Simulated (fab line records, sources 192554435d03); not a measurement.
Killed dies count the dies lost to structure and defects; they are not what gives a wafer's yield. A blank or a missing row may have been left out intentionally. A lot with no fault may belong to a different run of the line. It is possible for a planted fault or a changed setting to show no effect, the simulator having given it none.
Chamber matching | flow n5-finfet | rie-diel-04 running N5_GATE_CUT_DESCUM_18: 4 sister chambers
The step chemistry O2, time 7 s. 27 wafers are shown with their chamber, then 12 later ones without.

== WAFERS PAIRED WITH THEIR CHAMBERS ==
wafer  | chamber | drypump-motor-current-A (A) | throttle-valve-pct (%) | showerhead-plenum-p-Torr (Torr)
L074.4 | 3       | 5.9                         | 20.48                  | 2.14
L074.5 | 0       | 5.6                         | 20.52                  | 2.16
L074.6 | 1       | 6.3                         | 20.57                  | 2.16
L076.2 | 1       | 6.3                         | 20.59                  | 2.16
L076.3 | 3       | 5.9                         | 20.49                  | 2.14
L076.5 | 0       | 5.6                         | 20.51                  | 2.16
L078.2 | 0       | 5.7                         | 20.54                  | 2.16
L078.5 | 2       | 6.2                         | 19.89                  | 2.07
L078.6 | 3       | 5.9                         | 20.49                  | 2.14
L079.3 | 0       | 5.6                         | 20.53                  | 2.15
L079.4 | 1       | 6.3                         | 20.58                  | 2.16
L079.5 | 0       | 5.6                         | 20.54                  | 2.15
L080.2 | 3       | 5.9                         | 20.49                  | 2.14
L080.5 | 3       | 5.9                         | 20.50                  | 2.14
L080.6 | 2       | 6.2                         | 19.91                  | 2.07
L081.2 | 1       | 6.3                         | 20.60                  | 2.16
L081.4 | 0       | 5.6                         | 20.53                  | 2.15
L081.5 | 2       | 6.2                         | 19.92                  | 2.07
L083.1 | 2       | 6.2                         | 19.92                  | 2.07
L083.3 | 0       | 5.6                         | 20.54                  | 2.15
L083.4 | 1       | 6.3                         | 20.60                  | 2.16
L085.1 | 0       | 5.6                         | 20.53                  | 2.15
L085.2 | 2       | 6.2                         | 19.92                  | 2.07
L085.6 | 1       | 6.3                         | 20.60                  | 2.16
L088.2 | 1       | 6.3                         | 20.62                  | 2.15
L088.4 | 3       | 5.9                         | 20.51                  | 2.13
L088.5 | 0       | 5.6                         | 20.55                  | 2.15

SIGNATURES (means of the wafers above)
reading                  | chamber 0 | chamber 1 | chamber 2 | chamber 3 | scatter within a chamber
drypump-motor-current-A  | 5.611     | 6.300     | 6.200     | 5.900     | 0.0197
throttle-valve-pct       | 20.5322   | 20.5943   | 19.9120   | 20.4933   | 0.0131
showerhead-plenum-p-Torr | 2.1533    | 2.1586    | 2.0700    | 2.1383    | 0.00401
Rule: for each reading, subtract the chamber's mean from the wafer's reading, divide by that reading's scatter and square the result; add these up over the readings and take the root, which gives the wafer's distance from the chamber. If the next closest chamber is less than 2 further off than the closest, the wafer can't be placed; otherwise it belongs to the closest. The scatter is the square root of a quotient: the sum, over the shown wafers, of each reading's squared deviation from its chamber's mean, divided by wafers minus chambers.

== WAFERS MISSING THEIR CHAMBER ==
wafer  | drypump-motor-current-A (A) | throttle-valve-pct (%) | showerhead-plenum-p-Torr (Torr)
L089.2 | 5.7                         | 20.55                  | 2.15
L089.3 | 6.2                         | 19.94                  | 2.06
L089.5 | 6.3                         | 20.61                  | 2.15
L091.1 | 5.6                         | 20.56                  | 2.15
L091.2 | 6.2                         | 19.95                  | 2.06
L091.3 | 6.3                         | 20.61                  | 2.15
L093.2 | 5.6                         | 20.56                  | 2.15
L093.3 | 6.2                         | 19.95                  | 2.06
L093.4 | 6.2                         | 19.96                  | 2.06
L095.2 | 5.9                         | 20.14                  | 2.13
L095.3 | 6.3                         | 20.66                  | 2.15
L095.4 | 6.2                         | 19.95                  | 2.06

== WHICH CHAMBER EACH ONE RAN IN ==
wafer  | from the rows above     | in truth
L089.2 | 0                       | 0
L089.3 | 2                       | 2
L089.5 | 1                       | 1
L091.1 | 0                       | 0
L091.2 | 2                       | 2
L091.3 | 1                       | 1
L093.2 | 0                       | 0
L093.3 | 2                       | 2
L093.4 | 2                       | 2
L095.2 | can't be placed: 3 or 2 | 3
L095.3 | 1                       | 1
L095.4 | 2                       | 2
Correctly placed: 11 of 12. Unplaceable from these rows: 1, with the true chamber sitting among the candidates in 1. 0 placed wrongly.
